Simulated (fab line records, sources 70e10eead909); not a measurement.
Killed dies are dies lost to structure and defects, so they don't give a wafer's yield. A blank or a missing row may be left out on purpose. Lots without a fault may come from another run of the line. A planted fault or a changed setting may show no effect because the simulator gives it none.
Chamber matching | flow nand_harc | NHARC_A_BLC_CMP_25 on cmp-01: 4 sister chambers
The step polishes, t overpolish 30 s, target thk 150 nm. 4 wafers are shown with their chamber, then 8 later ones without.

WAFERS WITH THEIR CHAMBER
wafer  | chamber | motor_current_A (A)
L080.3 | 2       | 10.7
L085.1 | 1       | 15.2
L085.3 | 0       | 11.9
L094.1 | 3       | 11.9

WAFERS WITHOUT THEIR CHAMBER
wafer  | motor_current_A (A)
L094.2 | 12.4
L094.3 | 14.7
L094.4 | 10.5
L094.5 | 10.9
L094.6 | 14.5
L097.3 | 10.3
L097.4 | 14.9
L097.5 | 10.2

WHICH CHAMBER EACH WENT THROUGH
wafer  | from the rows above          | in truth
L094.2 | can't be placed: 0 or 3      | 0
L094.3 | 1                            | 1
L094.4 | 2                            | 2
L094.5 | can't be placed: 2 or 0 or 3 | 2
L094.6 | 1                            | 1
L097.3 | 2                            | 2
L097.4 | 1                            | 1
L097.5 | 2                            | 2
Placed correctly: 6 of 8. Can't be placed from these rows: 2 (the true chamber is among the candidates in 2). Placed wrongly: 0.
How it was worked out, from the rows above alone: a wafer's distance from a chamber is the root of the sum, over the readings, of the square of ((its reading less the chamber's mean) divided by the reading's scatter). The wafer belongs to the nearest chamber; if the next one is less than 2 further off, it can't be placed. A chamber's mean is the mean of its shown wafers. The scatter: with one shown wafer a chamber, the root of the mean of the squares of how far each hidden wafer lies from its nearest shown one.
